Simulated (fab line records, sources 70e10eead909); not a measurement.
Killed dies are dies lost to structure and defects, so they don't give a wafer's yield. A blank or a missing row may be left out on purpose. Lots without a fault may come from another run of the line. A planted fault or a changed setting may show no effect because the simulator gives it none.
Which tool did it? | flow nand_harc | 12 lots, 34 wafers sampled, at 5 steps of a route of 1159

WHAT THE GAUGES READ, wafer by wafer
The record holds no reading of a measuring or inspecting step that can be judged against a usual standard deviation.

WHICH TOOL RAN EACH LOT (tool, then ch and the chambers of the sampled wafers, then the start)
lot  | NHARC_P_GATE_DESCUM_93             | NHARC_P_GATE_STRIP_95                | NHARC_P_CONTACT_ETCH_31                       | NHARC_P_CONTACT_CVD_23        | NHARC_P_CONTACT_CMP_24
L370 | rie_diel-11 ch 0,3, day 5 08:16    | plasma_asher-02 ch 0,1, day 5 09:32  | rie_diel-08 ch 2, day 5 19:47 or earlier      | cvd_w-02 ch 0,1, day 5 19:47  | cmp-03 ch 0,1,3, day 5 20:27
L371 | rie_diel-03 ch 0,2,3, day 5 11:05  | plasma_asher-02 ch 0,1, day 5 12:11  | rie_diel-02 ch 0,1,2, day 6 08:11 or earlier  | cvd_w-01 ch 0,1, day 6 08:11  | cmp-03 ch 1,2, day 6 08:49
L372 | rie_diel-03 ch 0,1,3, day 5 23:16  | plasma_asher-02 ch 0,1, day 6 00:20  | rie_diel-05 ch 0,1,3, day 6 09:23 or earlier  | cvd_w-01 ch 0,1, day 6 09:23  | cmp-03 ch 1,3, day 6 10:02
L373 | rie_diel-03 ch 1,3, day 5 23:35    | plasma_asher-02 ch 0,1, day 6 01:07  | rie_diel-02 ch 0,1,2, day 6 10:07 or earlier  | cvd_w-01 ch 0,1, day 6 10:07  | cmp-03 ch 0,1,2, day 6 10:36
L374 | rie_diel-12 ch 0,1, day 6 06:25    | plasma_asher-02 ch 0,1, day 6 07:31  | rie_diel-02 ch 1,2, day 6 17:32 or earlier    | cvd_w-02 ch 0,1, day 6 17:32  | cmp-04 ch 0,1,3, day 6 18:08
L376 | rie_diel-11 ch 0,1, day 6 20:43    | plasma_asher-02 ch 0,1, day 6 21:47  | rie_diel-08 ch 0,1,2, day 7 05:42 or earlier  | cvd_w-01 ch 1, day 7 05:42    | cmp-03 ch 0,2,3, day 7 06:24
L379 | rie_diel-03 ch 0, day 7 11:56      | plasma_asher-02 ch 0,1, day 7 13:04  | rie_diel-02 ch 0, day 7 19:56 or earlier      | cvd_w-01 ch 0,1, day 7 19:56  | cmp-02 ch 0,3, day 7 20:24
L380 | rie_diel-12 ch 1,3, day 7 13:25    | plasma_asher-02 ch 0,1, day 7 14:29  | rie_diel-05 ch 2,3, day 7 20:18 or earlier    | cvd_w-01 ch 0,1, day 7 20:18  | cmp-04 ch 1,3, day 7 20:58
L383 | rie_diel-11 ch 2,3, day 8 15:31    | plasma_asher-01 ch 1, day 8 17:10    | rie_diel-02 ch 2,3, day 8 23:25 or earlier    | cvd_w-01 ch 0, day 8 23:25    | cmp-04 ch 0,3, day 8 23:53
L387 | rie_diel-11 ch 1,2,3, day 9 16:45  | plasma_asher-02 ch 0,1, day 9 17:50  | rie_diel-08 ch 0,1,2, day 9 23:40 or earlier  | cvd_w-02 ch 0,1, day 9 23:40  | cmp-02 ch 0,1,2, day 10 00:19
L388 | rie_diel-12 ch 1,2,3, day 9 21:14  | plasma_asher-01 ch 0,1, day 9 22:20  | rie_diel-08 ch 0,2,3, day 10 03:56 or earlier | cvd_w-02 ch 0,1, day 10 03:56 | cmp-04 ch 1,2,3, day 10 04:37
L393 | rie_diel-11 ch 0,1,3, day 10 21:12 | plasma_asher-02 ch 0,1, day 10 22:17 | rie_diel-08 ch 0,1, day 11 04:37 or earlier   | cvd_w-02 ch 0,1, day 11 04:37 | cmp-02 ch 0,1, day 11 05:11
- NHARC_P_GATE_DESCUM_93: chemistry O2, time 3 s.
- NHARC_P_GATE_STRIP_95: strips in O2.
- NHARC_P_CONTACT_ETCH_31: etches the open film in CH3F/O2, target depth 30 nm, time 85.7 s.
- NHARC_P_CONTACT_CVD_23: deposits W, target thk 200 nm, time 557 s.
- NHARC_P_CONTACT_CMP_24: polishes, t overpolish 30 s, target thk 200 nm.

WHAT THE TOOLS THEMSELVES READ (means of the sampled wafers that have a number; where no wafer has one, the mark that the record gives instead)
NHARC_P_GATE_DESCUM_93. Usual: drypump_motor_current_A 6.0 A, standard deviation 0.4; oes_product_au 0.993 a.u., standard deviation 0.011; rf_vpp_V 57.7 V, standard deviation 0.89; showerhead_plenum_p_Torr 1.90 Torr, standard deviation 0.098; throttle_valve_pct 11.311 %, standard deviation 0.0093.
lot  | tool        | drypump_motor_current_A (A) | oes_product_au (a.u.) | rf_vpp_V (V) | showerhead_plenum_p_Torr (Torr) | throttle_valve_pct (%) | flag
L370 | rie_diel-11 | 6.0                         | 0.986                 | 56.9         | 1.83                            | 11.314                 |
L371 | rie_diel-03 | 6.0                         | 0.988                 | 57.4         | 1.94                            | 11.320                 |
L372 | rie_diel-03 | 6.2                         | 0.996                 | 57.7         | 1.86                            | 11.312                 |
L373 | rie_diel-03 | 6.2                         | 0.991                 | 57.7         | 1.82                            | 11.309                 |
L374 | rie_diel-12 | 6.0                         | 1.011                 | 57.0         | 1.86                            | 11.323                 |
L376 | rie_diel-11 | 5.7                         | 1.001                 | 58.3         | 1.91                            | 11.313                 |
L379 | rie_diel-03 | 5.9                         | 0.994                 | 57.6         | 1.91                            | 11.309                 |
L380 | rie_diel-12 | 5.8                         | 1.006                 | 57.5         | 1.85                            | 11.310                 |
L383 | rie_diel-11 | 6.3                         | 0.988                 | 56.8         | 1.79                            | 11.315                 |
L387 | rie_diel-11 | 6.1                         | 0.995                 | 58.1         | 1.98                            | 11.314                 |
L388 | rie_diel-12 | 5.6                         | 1.005                 | 58.0         | 1.96                            | 11.312                 |
L393 | rie_diel-11 | 6.0                         | 0.998                 | 57.6         | 1.89                            | 11.315                 |

NHARC_P_GATE_STRIP_95. Usual: drypump_motor_current_A 6.1 A, standard deviation 0.33; heater_power_w 308 W, standard deviation 38.
lot  | tool            | drypump_motor_current_A (A) | heater_power_w (W) | flag
L370 | plasma_asher-02 | 5.9                         | 292                |
L371 | plasma_asher-02 | 5.8                         | 277                |
L372 | plasma_asher-02 | 5.8                         | 287                |
L373 | plasma_asher-02 | 6.0                         | 292                |
L374 | plasma_asher-02 | 6.0                         | 292                |
L376 | plasma_asher-02 | 6.0                         | 296                |
L379 | plasma_asher-02 | 5.9                         | 292                |
L380 | plasma_asher-02 | 5.8                         | 278                |
L383 | plasma_asher-01 | 6.5                         | 326                |
L387 | plasma_asher-02 | 5.8                         | 276                |
L388 | plasma_asher-01 | 6.5                         | 347                |
L393 | plasma_asher-02 | 6.0                         | 284                |

NHARC_P_CONTACT_ETCH_31. Usual: drypump_motor_current_A 5.8 A, standard deviation 0.62; oes_product_au 0.978 a.u., standard deviation 0.013; rf_vpp_V 244.5 V, standard deviation 1.5; showerhead_plenum_p_Torr 2.47 Torr, standard deviation 0.097; throttle_valve_pct 20.663 %, standard deviation 0.0082.
lot  | tool        | drypump_motor_current_A (A) | oes_product_au (a.u.) | rf_vpp_V (V) | showerhead_plenum_p_Torr (Torr) | throttle_valve_pct (%) | flag
L370 | rie_diel-08 | 6.3                         | 0.956                 | 243.4        | 2.39                            | 20.664                 |
L371 | rie_diel-02 | 5.5                         | 0.991                 | 244.1        | 2.50                            | 20.659                 |
L372 | rie_diel-05 | 5.7                         | 0.993                 | 243.4        | 2.40                            | 20.669                 |
L373 | rie_diel-02 | 5.5                         | 0.969                 | 244.6        | 2.50                            | 20.663                 |
L374 | rie_diel-02 | 5.5                         | 0.989                 | 246.0        | 2.57                            | 20.663                 |
L376 | rie_diel-08 | 5.8                         | 0.980                 | 244.5        | 2.46                            | 20.661                 |
L379 | rie_diel-02 | 5.0                         | 0.995                 | 241.8        | 2.33                            | 20.656                 |
L380 | rie_diel-05 | 6.2                         | 0.984                 | 243.3        | 2.34                            | 20.662                 |
L383 | rie_diel-02 | 6.4                         | 0.970                 | 246.1        | 2.56                            | 20.666                 |
L387 | rie_diel-08 | 5.8                         | 0.981                 | 244.9        | 2.46                            | 20.666                 |
L388 | rie_diel-08 | 6.2                         | 0.974                 | 244.7        | 2.50                            | 20.665                 |
L393 | rie_diel-08 | 5.4                         | 0.971                 | 244.6        | 2.47                            | 20.668                 |

NHARC_P_CONTACT_CVD_23. Usual: chamber_pressure_Torr 40.00 Torr, standard deviation 0.088; heater_power_w 519 W, standard deviation 55; mfc_h2_sccm 1599 sccm, standard deviation 4.8; throttle_valve_pct 7.91 %, standard deviation 0.28.
lot  | tool     | chamber_pressure_Torr (Torr) | heater_power_w (W) | mfc_h2_sccm (sccm) | throttle_valve_pct (%) | flag
L370 | cvd_w-02 | 40.00                        | 549                | 1603               | 7.89                   |
L371 | cvd_w-01 | 40.01                        | 468                | 1597               | 7.92                   |
L372 | cvd_w-01 | 39.95                        | 469                | 1602               | 7.86                   |
L373 | cvd_w-01 | 39.93                        | 462                | 1596               | 7.78                   |
L374 | cvd_w-02 | 39.92                        | 583                | 1603               | 8.05                   |
L376 | cvd_w-01 | 40.05                        | 445                | 1588               | 7.87                   |
L379 | cvd_w-01 | 40.01                        | 470                | 1599               | 7.86                   |
L380 | cvd_w-01 | 40.05                        | 488                | 1602               | 7.94                   |
L383 | cvd_w-01 | 39.97                        | 502                | 1607               | 8.09                   |
L387 | cvd_w-02 | 39.97                        | 552                | 1596               | 7.72                   |
L388 | cvd_w-02 | 40.04                        | 547                | 1600               | 7.75                   |
L393 | cvd_w-02 | 40.02                        | 549                | 1598               | 7.57                   |

NHARC_P_CONTACT_CMP_24. Usual: motor_current_A 11.3 A, standard deviation 0.87; overpolish_run_s 30.001 s, standard deviation 0.0096; time_to_endpoint_s 39.5 s, standard deviation 2.8.
lot  | tool   | motor_current_A (A) | overpolish_run_s (s) | time_to_endpoint_s (s) | flag
L370 | cmp-03 | 10.5                | 30.011               | 40.8                   |
L371 | cmp-03 | 11.8                | 30.002               | 42.1                   |
L372 | cmp-03 | 10.8                | 29.994               | 39.5                   |
L373 | cmp-03 | 11.4                | 30.006               | 41.5                   |
L374 | cmp-04 | 11.1                | 30.001               | 38.8                   |
L376 | cmp-03 | 10.4                | 29.999               | 38.0                   |
L379 | cmp-02 | 12.0                | 30.002               | 47.2                   |
L380 | cmp-04 | 11.0                | 30.006               | 41.0                   |
L383 | cmp-04 | 10.8                | 29.998               | 43.9                   |
L387 | cmp-02 | 11.6                | 30.004               | 40.5                   |
L388 | cmp-04 | 11.1                | 29.997               | 40.5                   |
L393 | cmp-02 | 11.2                | 30.000               | 41.0                   |

THE ANSWER, worked out from the rows above alone
Rule: a lot is off if the mean of its wafers that have a number lies more than 3 standard deviations from the usual mean. A lot without any number at a reading at which 4 lots or more have one is off too. The other lots that the step has rows for count as sound. The gauges are gone through in route order, then the tools' own readings, and for those a lot's mean is taken as printed above. The first step at which some lot is off is used, and at that step the reading that is off furthest; a lot without a number counts as furthest.
No lot is off at any reading shown: from this, nothing can be told.

WHAT THE SIMULATOR HAD PUT IN
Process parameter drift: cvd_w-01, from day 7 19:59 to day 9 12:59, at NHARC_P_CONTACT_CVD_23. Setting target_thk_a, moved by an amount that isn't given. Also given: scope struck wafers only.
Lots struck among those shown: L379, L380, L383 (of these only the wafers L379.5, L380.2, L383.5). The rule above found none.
